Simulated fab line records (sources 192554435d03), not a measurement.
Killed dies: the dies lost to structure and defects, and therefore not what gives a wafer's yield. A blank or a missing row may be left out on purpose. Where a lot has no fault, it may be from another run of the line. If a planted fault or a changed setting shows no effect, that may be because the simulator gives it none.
fab line records	flow n5_finfet
record lots=24	wafers=72	last_day=17
route steps=1938 shown GATE_CUT@475 MOL_CONTACT_COAG@546
lots that met no fault: from a run of the same line without faults
start_h: hours from the record's opening day to when the first of the lot's shown wafers began	wait_h: hours since the lot's step before	" the same as in the row above	L1.1+2: a single row standing in for several wafers	- no value, or no start was given	* or withheld: withheld	< > ~ a bound
route shown NAME@n: NAME is a module with steps in the file, n the number in the route of the first one	usual: mean/standard deviation taken from wafers without a fault	same: alike in all rows	chamber/n: place in a boat	sites: per-site readings	_std_site: their standard deviation	_edge_site: mean of outer sites minus mean of inner sites	radius_mm: for every site, how far away it sits from the centre of the wafer	mask NAME#n: copy n	behind: the tool/chamber that last shaped the wafer	hold: the reason the lot was held/the length of the hold in hours/how it ended	device: names the non-switching transistor (n, p or np)	end of line: at the end of the route, the tests of the same wafers	a step without rows: its recipe alone	killed: at the first sort, the dies lost to defects and structure; wafer yield is something else	map: a wafer's dies, x killed, . not, _ none there
set.NAME: the run value of the setting; set.NAME@STEP: its run value at that earlier step	model.NAME: the simulator's own value behind a step, which no gauge read
one table for each step of the route and one row for each wafer, over a sample of lots
services: the hour from which a tool's chamber was out of use, counted from the record's first day as start_h (under 0 if before that day), plus the number of hours and why
## steps
# step N5_GATE_CUT_CMP_02
# recipe stop_on=SiO2	t_overpolish_s=12.7	post_cmp_clean=alkaline_brush	down_force_psi=2.5	platen_rpm=51.8	pad_velocity_m_s=1.0307	target_thk_nm=0
# usual motor_current_A=9.0/0.86	overpolish_run_s=12.700/0.0099	time_to_endpoint_s=26.2/1.8
lot.wafer	tool	chamber	start_h	wait_h	motor_current_A	overpolish_run_s	time_to_endpoint_s
L074.2	cmp-02	0	84.13	0.1	9.3	12.692	21.9
L074.3	"	2	"	"	8.1	12.693	25.8
L074.1	"	3	"	"	9.4	12.697	25.2
L075.2	cmp-04	1	89.06	0.1	7.7	12.713	28.0
L075.4	"	3	"	"	8.1	12.692	28.2
L075.1	"	0	"	"	8.7	12.700	28.7
L076.2	cmp-02	0	100.01	0.1	8.9	12.709	24.2
L076.1	"	2	"	"	8.6	12.700	25.5
L076.4	"	3	"	"	9.7	12.686	25.3
L077.1	cmp-02	3	104.08	0.4	10.0	12.685	25.0
L077.5	"	0	"	"	8.7	12.704	26.1
L077.6	"	1	"	"	9.2	12.686	26.6
L078.1	cmp-03	2	110.83	0.1	10.4	12.689	28.4
L078.3	"	0	"	"	8.4	12.709	27.8
L078.2	"	1	"	"	8.4	12.700	23.5
L079.3	cmp-04	3	121.23	0.1	8.0	12.719	26.8
L079.1	"	1	"	"	7.6	12.695	26.5
L079.2	"	2	"	"	10.4	12.705	23.4
L080.2	cmp-02	0	122.77	0.1	9.0	12.707	26.2
L080.5	"	3	"	"	10.3	12.725	27.8
L080.6	"	0	"	"	8.6	12.689	28.7
L081.2	cmp-02	2	129.10	0.1	8.6	12.707	27.7
L081.1	"	0	"	"	8.8	12.719	28.6
L081.6	"	2	"	"	8.5	12.693	28.7
L082.2	cmp-02	3	133.66	0.1	9.8	12.694	28.4
L082.6	"	2	"	"	8.6	12.695	26.7
L082.5	"	3	"	"	9.6	12.709	26.3
L083.1	cmp-04	2	139.79	0.1	10.4	12.718	28.0
L083.3	"	0	"	"	8.3	12.699	30.1
L083.5	"	3	"	"	8.3	12.700	26.6
L084.1	cmp-02	1	147.11	0.1	9.7	12.707	26.0
L084.3	"	2	"	"	8.5	12.698	26.4
L084.6	"	0	"	"	8.3	12.705	26.8
L086.2	cmp-03	1	159.35	0.1	8.0	12.698	25.2
L086.6	"	3	"	"	9.7	12.723	27.2
L086.5	"	0	"	"	8.5	12.695	25.3
L085.3	cmp-02	3	160.51	0.1	9.7	12.710	23.9
L085.4	"	0	"	"	8.7	12.702	27.6
L085.5	"	2	"	"	8.7	12.701	24.6
L087.3	cmp-02	1	162.19	0.2	9.3	12.694	23.8
L087.5	"	2	"	"	8.6	12.699	26.5
L087.6	"	3	"	"	9.5	12.675	26.6
L088.3	cmp-03	3	169.96	0.1	9.5	12.693	25.5
L088.1	"	0	"	"	8.1	12.699	25.7
L088.4	"	1	"	"	8.0	12.691	24.5
L089.1	cmp-04	0	175.57	0.1	8.3	12.689	25.9
L089.3	"	1	"	"	7.4	12.699	23.3
L089.6	"	0	"	"	8.6	12.700	29.6
L091.1	cmp-02	3	184.79	0.1	10.0	12.679	25.6
L091.6	"	1	"	"	9.9	12.706	25.9
L091.5	"	2	"	"	8.4	12.701	25.6
L090.3	cmp-02	0	186.89	0.1	8.8	12.705	26.7
L090.1	"	3	"	"	10.3	12.699	26.5
L090.5	"	1	"	"	9.6	12.712	24.9
L092.1	cmp-04	1	194.98	0.3	7.9	12.697	27.0
L092.2	"	2	"	"	10.8	12.714	26.7
L092.3	"	3	"	"	8.4	12.698	29.0
L093.1	cmp-04	0	197.72	0.1	8.4	12.709	27.7
L093.2	"	1	"	"	7.6	12.687	24.4
L093.4	"	3	"	"	8.4	12.705	24.3
L094.4	cmp-04	2	201.95	0.1	11.0	12.707	23.3
L094.2	"	3	"	"	8.4	12.698	23.6
L094.6	"	1	"	"	7.4	12.701	25.8
L095.1	cmp-02	1	208.21	0.1	10.1	12.696	22.5
L095.4	"	3	"	"	10.0	12.699	24.2
L095.6	"	2	"	"	8.5	12.692	22.6
L096.2	cmp-02	3	217.87	0.1	10.1	12.712	23.8
L096.4	"	1	"	"	9.5	12.689	26.7
L096.6	"	3	"	"	9.2	12.702	24.6
L097.3	cmp-03	3	221.45	0.1	9.0	12.689	26.0
L097.4	"	2	"	"	9.8	12.687	31.3
L097.5	"	3	"	"	9.4	12.707	30.0
# step N5_GATE_CUT_CD_MEAS_13
# recipe target_cd_nm=20	landing_energy_ev=500	detector=se_inlens
# usual cd_nm=19.89/0.23
lot.wafer	tool	chamber	start_h	wait_h	cd_nm
L074.1	cd_sem-03	0	84.79	-	20.20
L074.2	"	0	"	"	20.28
L074.3	"	0	"	"	20.06
L075.1	cd_sem-02	0	89.72	-	19.65
L075.2	"	0	"	"	19.77
L075.4	"	0	"	"	19.86
L076.1	cd_sem-02	0	100.68	-	19.79
L076.2	"	0	"	"	20.16
L076.4	"	0	"	"	19.80
L077.1	cd_sem-03	0	104.64	-	19.80
L077.5	"	0	"	"	19.92
L077.6	"	0	"	"	20.20
L078.1	cd_sem-02	0	111.50	-	19.52
L078.2	"	0	"	"	20.03
L078.3	"	0	"	"	20.08
L079.1	cd_sem-02	0	122.06	-	19.63
L079.2	"	0	"	"	19.44
L079.3	"	0	"	"	19.50
L080.2	cd_sem-02	0	123.40	-	19.64
L080.5	"	0	"	"	19.90
L080.6	"	0	"	"	19.94
L081.1	cd_sem-03	0	129.85	-	19.97
L081.2	"	0	"	"	19.80
L081.6	"	0	"	"	19.98
L082.2	cd_sem-02	0	134.41	-	20.17
L082.5	"	0	"	"	20.05
L082.6	"	0	"	"	19.72
L083.1	cd_sem-03	0	140.46	-	19.38
L083.3	"	0	"	"	19.62
L083.5	"	0	"	"	19.78
L084.1	cd_sem-03	0	147.86	-	19.99
L084.3	"	0	"	"	19.70
L084.6	"	0	"	"	19.62
L086.2	cd_sem-01	0	160.07	-	20.18
L086.5	"	0	"	"	19.41
L086.6	"	0	"	"	19.72
L085.3	cd_sem-02	0	161.14	-	20.03
L085.4	"	0	"	"	20.01
L085.5	"	0	"	"	19.91
L087.3	cd_sem-02	0	162.87	-	19.85
L087.5	"	0	"	"	20.26
L087.6	"	0	"	"	20.04
L088.1	cd_sem-02	0	170.62	-	20.00
L088.3	"	0	"	"	20.17
L088.4	"	0	"	"	20.28
L089.1	cd_sem-03	0	176.20	-	19.84
L089.3	"	0	"	"	19.96
L089.6	"	0	"	"	19.86
L091.1	cd_sem-02	0	185.39	-	20.45
L091.5	"	0	"	"	20.14
L091.6	"	0	"	"	20.02
L090.1	cd_sem-02	0	187.55	-	19.79
L090.3	"	0	"	"	20.12
L090.5	"	0	"	"	19.84
L092.1	cd_sem-02	0	195.73	-	20.04
L092.2	"	0	"	"	19.84
L092.3	"	0	"	"	19.89
L093.1	cd_sem-01	0	198.51	-	20.00
L093.2	"	0	"	"	19.97
L093.4	"	0	"	"	20.01
L094.2	cd_sem-02	0	202.58	-	19.81
L094.4	"	0	"	"	19.85
L094.6	"	0	"	"	19.50
L095.1	cd_sem-01	0	209.00	-	20.10
L095.4	"	0	"	"	19.80
L095.6	"	0	"	"	19.81
L096.2	cd_sem-03	0	218.66	-	19.74
L096.4	"	0	"	"	19.81
L096.6	"	0	"	"	20.09
L097.3	cd_sem-03	0	222.14	-	20.11
L097.4	"	0	"	"	19.76
L097.5	"	0	"	"	20.14
# step N5_GATE_CUT_CUT_ETCH_53
# recipe chemistry=SF6/Cl2	target=W	mask_material=SiO2	target_depth_a=792	pressure_mtorr=8	icp_w=900	bias_w=80	SF6_flow_sccm=40	Cl2_flow_sccm=60	ends=cleared
# usual drypump_motor_current_A=5.46/0.16	etch_rf_on_time_s=26.10/0.3	oes_product_au=0.71/0.099	throttle_valve_pct=28.95/0.17
lot.wafer	tool	chamber	start_h	wait_h	drypump_motor_current_A	etch_rf_on_time_s	oes_product_au	rf_hours_counter_h	throttle_valve_pct
L074.1	rie_metal-01	0	85.31	0.1	5.42	26.15	0.79	16	29.06
L074.2	"	1	"	"	5.40	26.47	0.65	67	28.97
L074.3	"	1	"	"	5.43	26.65	0.65	-	28.96
L075.1	rie_metal-02	0	90.37	0.1	5.27	26.28	0.56	125	28.60
L075.2	"	1	"	"	5.77	26.26	0.78	20	29.02
L075.4	"	1	"	"	5.81	26.51	0.77	-	29.01
L076.1	rie_metal-01	1	101.19	0.1	5.42	26.43	0.65	68	28.95
L076.2	"	0	"	"	5.41	25.95	0.79	17	29.05
L076.4	"	1	"	"	5.41	26.39	0.65	-	28.95
L077.1	rie_metal-01	0	105.16	0.1	5.40	25.85	0.78	17	29.06
L077.5	"	1	"	"	5.41	26.42	0.65	-	28.97
L077.6	"	0	"	"	5.43	26.01	0.78	-	29.05
L078.1	rie_metal-01	1	112.02	0.1	5.41	26.39	0.65	69	28.96
L078.2	"	0	"	"	5.41	25.97	0.78	18	29.05
L078.3	"	0	"	"	5.41	26.02	0.79	-	29.05
L079.1	rie_metal-03	1	122.77	0.1	5.42	26.27	0.54	136	28.85
L079.2	"	0	"	"	5.37	25.58	0.66	59	29.17
L079.3	"	1	"	"	5.41	26.17	0.54	-	28.86
L080.2	rie_metal-02	0	123.92	0.1	5.30	26.36	0.56	129	28.60
L080.5	"	0	"	"	5.30	26.32	0.56	-	28.60
L080.6	"	1	"	"	5.80	26.28	0.77	-	29.04
L081.1	rie_metal-02	0	130.37	0.1	5.30	26.25	0.55	129	28.61
L081.2	"	1	"	"	5.80	26.38	0.75	24	29.03
L081.6	"	1	"	"	5.80	26.27	0.76	-	29.03
L082.2	rie_metal-01	1	134.93	0.1	5.40	26.50	0.64	72	28.97
L082.5	"	1	"	"	5.41	26.07	0.64	-	28.96
L082.6	"	0	"	"	5.41	25.67	0.77	-	29.05
L083.1	rie_metal-02	1	141.04	0.1	5.80	26.29	0.76	25	29.02
L083.3	"	1	"	"	5.75	25.96	0.76	-	29.04
L083.5	"	0	"	"	5.28	26.16	0.55	-	28.62
L084.1	rie_metal-01	0	148.50	0.2	5.41	25.93	0.77	22	29.06
L084.3	"	0	"	"	5.40	25.83	0.77	-	29.06
L084.6	"	0	"	"	5.40	25.93	0.77	-	29.06
L086.2	rie_metal-02	1	160.78	0.1	5.80	25.91	0.75	27	29.04
L086.5	"	0	"	"	5.29	25.72	0.56	-	28.60
L086.6	"	1	"	"	5.79	26.00	0.76	-	29.02
L085.3	rie_metal-01	0	161.67	0.1	5.40	25.70	0.77	-	29.06
L085.4	"	1	"	"	5.41	26.44	0.64	-	28.97
L085.5	"	0	"	"	5.42	25.88	0.77	-	29.08
L087.3	rie_metal-03	1	163.40	0.1	5.41	25.38	0.92	-	28.84
L087.5	"	1	"	"	5.45	25.41	0.93	-	28.82
L087.6	"	0	"	"	5.43	26.07	0.65	-	29.19
L088.1	rie_metal-03	1	171.14	0.1	5.44	25.84	0.89	1	28.84
L088.3	"	0	"	"	5.38	26.08	0.65	-	29.17
L088.4	"	1	"	"	5.42	25.88	0.89	-	28.83
L089.1	rie_metal-03	1	176.93	0.1	5.45	25.53	0.88	1	28.83
L089.3	"	0	"	"	5.36	25.81	0.65	-	29.18
L089.6	"	1	"	"	5.44	25.55	0.89	-	28.83
L091.1	rie_metal-02	1	186.00	0.1	5.78	25.92	0.76	29	29.04
L091.5	"	1	"	"	5.80	26.16	0.75	-	29.03
L091.6	"	0	"	"	5.30	26.20	0.55	-	28.59
L090.1	rie_metal-01	1	188.07	0.1	5.40	26.58	0.63	77	28.97
L090.3	"	0	"	"	5.38	26.27	0.76	-	29.07
L090.5	"	1	"	"	5.40	26.58	0.63	-	28.96
L092.1	rie_metal-01	0	196.25	0.1	5.44	25.81	0.76	27	29.06
L092.2	"	1	"	"	5.44	26.36	0.63	78	28.97
L092.3	"	0	"	"	5.44	25.79	0.75	-	29.08
L093.1	rie_metal-01	1	199.03	0.1	5.41	26.27	0.64	78	28.97
L093.2	"	0	"	"	5.41	25.88	0.75	27	29.06
L093.4	"	1	"	"	5.41	26.52	0.63	-	28.97
L094.2	rie_metal-02	1	203.12	0.1	5.75	26.11	0.74	-	29.04
L094.4	"	1	"	"	5.75	26.20	0.74	-	29.04
L094.6	"	1	"	"	5.76	26.29	0.74	-	29.05
L095.1	rie_metal-01	0	209.63	0.1	5.42	26.21	0.74	28	29.08
L095.4	"	0	"	"	5.42	26.08	0.74	-	29.08
L095.6	"	0	"	"	5.42	25.95	0.75	-	29.07
L096.2	rie_metal-02	1	219.18	0.1	5.77	26.38	0.73	33	29.04
L096.4	"	1	"	"	5.77	26.09	0.73	-	29.07
L096.6	"	1	"	"	5.75	26.01	0.73	-	29.04
L097.3	rie_metal-03	1	222.69	0.1	5.41	25.75	0.83	-	28.81
L097.4	"	0	"	"	5.39	25.89	0.64	-	29.18
L097.5	"	0	"	"	5.39	25.81	0.64	-	29.20
# step N5_GATE_CUT_STRIP_21
# recipe chemistry=N2/H2	time_s=30	power_w=1000	temp_c=250	pressure_mtorr=withheld	n2_flow_sccm=1750	h2_flow_sccm=3250
# usual drypump_motor_current_A=5.4/0.58	heater_power_w=323/15
lot.wafer	tool	chamber	start_h	wait_h	drypump_motor_current_A	heater_power_w	rf_hours_counter_h
L074.1	plasma_asher-02	0	85.60	0.0	6.4	293	37
L074.2	"	1	"	"	5.5	362	37
L074.3	"	0	"	"	6.4	300	-
L075.1	plasma_asher-01	0	90.66	0.0	5.7	331	88
L075.2	"	1	"	"	4.7	325	88
L075.4	"	0	"	"	5.7	329	-
L076.1	plasma_asher-01	1	101.49	0.0	4.7	328	91
L076.2	"	0	"	"	5.7	323	91
L076.4	"	1	"	"	4.7	321	-
L077.1	plasma_asher-02	1	105.45	0.0	5.5	360	41
L077.5	"	1	"	"	5.5	354	-
L077.6	"	0	"	"	6.4	307	-
L078.1	plasma_asher-01	0	112.31	0.0	5.7	331	92
L078.2	"	1	"	"	4.7	320	92
L078.3	"	1	"	"	4.7	325	-
L079.1	plasma_asher-01	0	123.06	0.0	5.7	323	94
L079.2	"	1	"	"	4.7	318	94
L079.3	"	1	"	"	4.7	326	-
L080.2	plasma_asher-01	1	124.21	0.0	4.7	315	95
L080.5	"	1	"	"	4.7	325	-
L080.6	"	0	"	"	5.7	322	-
L081.1	plasma_asher-01	0	130.66	0.0	5.8	319	97
L081.2	"	1	"	"	4.7	321	97
L081.6	"	1	"	"	4.7	319	-
L082.2	plasma_asher-02	0	135.22	0.0	6.4	299	47
L082.5	"	0	"	"	6.4	305	-
L082.6	"	1	"	"	5.5	355	-
L083.1	plasma_asher-01	1	141.34	0.0	4.8	317	99
L083.3	"	1	"	"	4.7	320	-
L083.5	"	1	"	"	4.7	316	-
L084.1	plasma_asher-01	0	148.80	0.0	5.7	328	100
L084.3	"	1	"	"	4.7	315	-
L084.6	"	1	"	"	4.7	317	-
L086.2	plasma_asher-01	0	161.07	0.0	5.7	319	100
L086.5	"	0	"	"	5.8	327	-
L086.6	"	1	"	"	4.7	317	-
L085.3	plasma_asher-01	1	161.96	0.1	4.7	321	-
L085.4	"	0	"	"	5.7	320	-
L085.5	"	1	"	"	4.7	314	-
L087.3	plasma_asher-01	1	163.69	0.1	4.7	320	-
L087.5	"	1	"	"	4.7	327	-
L087.6	"	0	"	"	5.8	321	-
L088.1	plasma_asher-01	1	171.43	0.0	4.7	317	102
L088.3	"	0	"	"	5.7	320	-
L088.4	"	1	"	"	4.7	323	-
L089.1	plasma_asher-01	0	177.22	0.0	5.7	337	103
L089.3	"	1	"	"	4.7	321	-
L089.6	"	1	"	"	4.7	316	-
L091.1	plasma_asher-02	0	186.29	0.0	6.4	300	59
L091.5	"	1	"	"	5.5	357	-
L091.6	"	0	"	"	6.4	293	-
L090.1	plasma_asher-01	1	188.36	0.0	4.7	322	106
L090.3	"	0	"	"	5.7	322	-
L090.5	"	0	"	"	5.7	321	-
L092.1	plasma_asher-01	1	196.54	0.0	4.7	322	108
L092.2	"	0	"	"	5.7	327	108
L092.3	"	0	"	"	5.7	321	-
L093.1	plasma_asher-02	0	199.32	0.0	6.4	308	62
L093.2	"	1	"	"	5.5	356	62
L093.4	"	1	"	"	5.5	354	-
L094.2	plasma_asher-01	0	203.66	0.1	5.7	318	109
L094.4	"	1	"	"	4.7	322	-
L094.6	"	0	"	"	5.7	328	-
L095.1	plasma_asher-01	0	209.92	0.0	5.7	326	109
L095.4	"	1	"	"	4.7	316	-
L095.6	"	1	"	"	4.7	319	-
L096.2	plasma_asher-01	1	219.56	0.0	4.7	314	112
L096.4	"	1	"	"	4.7	322	-
L096.6	"	0	"	"	5.7	325	-
L097.3	plasma_asher-02	0	222.98	0.1	6.4	307	-
L097.4	"	1	"	"	5.5	348	-
L097.5	"	0	"	"	6.4	299	-
# step N5_MOL_CONTACT_COAG_PRE_CLEAN_141
# recipe gas=H2/He	time_s=60	temp_c=300
# usual heater_power_w=491/69
lot.wafer	tool	chamber	start_h	wait_h	heater_power_w
L074.1	pvd_sputter-02	-	91.31	0.6	422
L074.2	"	-	"	"	470
L074.3	"	-	"	"	503
L075.1	pvd_sputter-03	-	98.21	0.9	486
L075.2	"	-	"	"	428
L075.4	"	-	"	"	636
L076.1	pvd_sputter-01	-	108.18	0.4	456
L076.2	"	-	"	"	409
L076.4	"	-	"	"	491
L077.1	pvd_sputter-02	-	110.95	0.3	500
L077.5	"	-	"	"	483
L077.6	"	-	"	"	430
L078.1	pvd_sputter-01	-	118.57	0.8	421
L078.2	"	-	"	"	519
L078.3	"	-	"	"	492
L079.1	pvd_sputter-01	-	130.35	2.5	414
L079.2	"	-	"	"	524
L079.3	"	-	"	"	456
L080.2	pvd_sputter-01	-	131.13	0.4	527
L080.5	"	-	"	"	481
L080.6	"	-	"	"	521
L081.1	pvd_sputter-01	-	135.66	0.3	537
L081.2	"	-	"	"	412
L081.6	"	-	"	"	513
L082.2	pvd_sputter-01	-	142.49	2.0	527
L082.5	"	-	"	"	481
L082.6	"	-	"	"	420
L083.1	pvd_sputter-02	-	147.74	0.6	487
L083.3	"	-	"	"	530
L083.5	"	-	"	"	485
L084.1	pvd_sputter-01	-	154.76	0.9	422
L084.3	"	-	"	"	447
L084.6	"	-	"	"	488
L085.3	pvd_sputter-03	-	167.78	0.4	653
L085.4	"	-	"	"	433
L085.5	"	-	"	"	663
L086.2	pvd_sputter-03	-	168.10	0.6	437
L086.5	"	-	"	"	635
L086.6	"	-	"	"	441
L087.3	pvd_sputter-03	-	170.30	1.8	491
L087.5	"	-	"	"	503
L087.6	"	-	"	"	450
L088.1	pvd_sputter-03	-	176.69	0.2	408
L088.3	"	-	"	"	647
L088.4	"	-	"	"	435
L089.1	pvd_sputter-03	-	183.29	0.2	643
L089.3	"	-	"	"	430
L089.6	"	-	"	"	647
L091.1	pvd_sputter-03	-	191.53	0.4	417
L091.5	"	-	"	"	434
L091.6	"	-	"	"	412
L090.1	pvd_sputter-03	-	194.35	1.2	479
L090.3	"	-	"	"	651
L090.5	"	-	"	"	639
L092.1	pvd_sputter-03	-	203.57	2.0	649
L092.2	"	-	"	"	441
L092.3	"	-	"	"	406
L093.1	pvd_sputter-03	-	204.23	0.2	410
L093.2	"	-	"	"	503
L093.4	"	-	"	"	430
L094.2	pvd_sputter-02	-	208.50	0.3	524
L094.4	"	-	"	"	426
L094.6	"	-	"	"	493
L095.1	pvd_sputter-01	-	216.08	1.4	516
L095.4	"	-	"	"	424
L095.6	"	-	"	"	525
L096.2	pvd_sputter-02	-	225.97	1.7	492
L096.4	"	-	"	"	421
L096.6	"	-	"	"	505
L097.3	pvd_sputter-02	-	229.37	1.3	523
L097.4	"	-	"	"	479
L097.5	"	-	"	"	529
# step N5_MOL_CONTACT_COAG_THK_MEAS_29
# recipe reads=SiNx_of_GATE_CUT_PECVD_57+SiNx_of_GATE_CUT_SAC_CAP_01
# usual MD_CAP_THK=17.91/0.08
lot.wafer	tool	chamber	start_h	wait_h	MD_CAP_THK[nm]
L074.1	film_metro-02	-	98.91	-	17.88
L074.2	"	-	"	"	17.82
L074.3	"	-	"	"	18.02
L075.1	film_metro-02	-	103.38	-	17.82
L075.2	"	-	"	"	17.93
L075.4	"	-	"	"	17.93
L076.1	film_metro-01	-	113.23	-	17.95
L076.2	"	-	"	"	17.93
L076.4	"	-	"	"	17.90
L077.1	film_metro-01	-	116.90	-	18.01
L077.5	"	-	"	"	17.96
L077.6	"	-	"	"	17.90
L078.1	film_metro-01	-	123.64	-	18.13
L078.2	"	-	"	"	18.01
L078.3	"	-	"	"	18.05
L079.1	film_metro-01	-	135.67	-	17.90
L079.2	"	-	"	"	17.81
L079.3	"	-	"	"	17.92
L080.2	film_metro-01	-	135.97	-	17.94
L080.5	"	-	"	"	17.93
L080.6	"	-	"	"	17.87
L081.1	film_metro-01	-	141.39	-	17.82
L081.2	"	-	"	"	17.73
L081.6	"	-	"	"	17.87
L082.2	film_metro-02	-	149.47	-	17.88
L082.5	"	-	"	"	17.77
L082.6	"	-	"	"	17.93
L083.1	film_metro-01	-	155.10	-	17.87
L083.3	"	-	"	"	17.94
L083.5	"	-	"	"	17.87
L084.1	film_metro-02	-	160.13	-	17.91
L084.3	"	-	"	"	17.89
L084.6	"	-	"	"	17.99
L085.3	film_metro-02	-	173.69	-	17.79
L085.4	"	-	"	"	17.96
L085.5	"	-	"	"	17.78
L086.2	film_metro-02	-	174.25	-	17.98
L086.5	"	-	"	"	17.88
L086.6	"	-	"	"	17.93
L087.3	film_metro-02	-	175.48	-	17.77
L087.5	"	-	"	"	17.80
L087.6	"	-	"	"	17.82
L088.1	film_metro-02	-	182.26	-	17.93
L088.3	"	-	"	"	17.93
L088.4	"	-	"	"	17.89
L089.1	film_metro-01	-	190.68	-	17.87
L089.3	"	-	"	"	18.03
L089.6	"	-	"	"	17.99
L091.1	film_metro-01	-	197.18	-	17.94
L091.5	"	-	"	"	17.88
L091.6	"	-	"	"	18.00
L090.1	film_metro-01	-	202.67	-	17.94
L090.3	"	-	"	"	17.78
L090.5	"	-	"	"	17.99
L092.1	film_metro-02	-	209.84	-	17.97
L092.2	"	-	"	"	17.87
L092.3	"	-	"	"	18.01
L093.1	film_metro-02	-	210.05	-	17.96
L093.2	"	-	"	"	17.93
L093.4	"	-	"	"	17.94
L094.2	film_metro-02	-	213.89	-	17.94
L094.4	"	-	"	"	18.07
L094.6	"	-	"	"	18.01
L095.1	film_metro-01	-	221.39	-	17.81
L095.4	"	-	"	"	17.74
L095.6	"	-	"	"	17.84
L096.2	film_metro-01	-	232.08	-	17.92
L096.4	"	-	"	"	17.90
L096.6	"	-	"	"	17.96
L097.3	film_metro-01	-	235.76	-	17.92
L097.4	"	-	"	"	17.87
L097.5	"	-	"	"	17.84
## services
tool	chamber	start_h	hours	kind
cmp-04	-	63.52	-	consumable_replace:conditioner
cmp-04	-	63.52	-	consumable_replace:pad
cmp-03	-	78.90	0.4	repair
cmp-03	-	80.51	8.9	pm
cmp-03	-	98.57	2.3	repair
cmp-04	-	103.67	1.1	repair
pvd_sputter-03	-	104.99	1.3	repair
rie_metal-01	-	110.84	0.2	repair
pvd_sputter-03	-	111.29	1.9	repair
cmp-04	-	111.69	1.2	repair
cmp-02	-	113.67	4.0	pm
cmp-02	-	117.67	-	consumable_replace:conditioner
cmp-02	-	117.67	-	consumable_replace:pad
cmp-02	-	118.87	0.6	repair
rie_metal-02	-	133.58	2.8	pm
plasma_asher-01	-	151.40	9.6	repair
cmp-03	-	183.79	20.6	pm
rie_metal-02	0	192.93	-	clean
rie_metal-02	0	192.93	18.3	scheduled_down
rie_metal-02	0	192.93	18.3	vent_cycle
cmp-02	-	195.41	0.5	repair
rie_metal-03	-	198.00	1.4	pm
cmp-03	-	204.75	0.8	repair
cmp-04	-	217.47	0.5	repair
## key
fault none
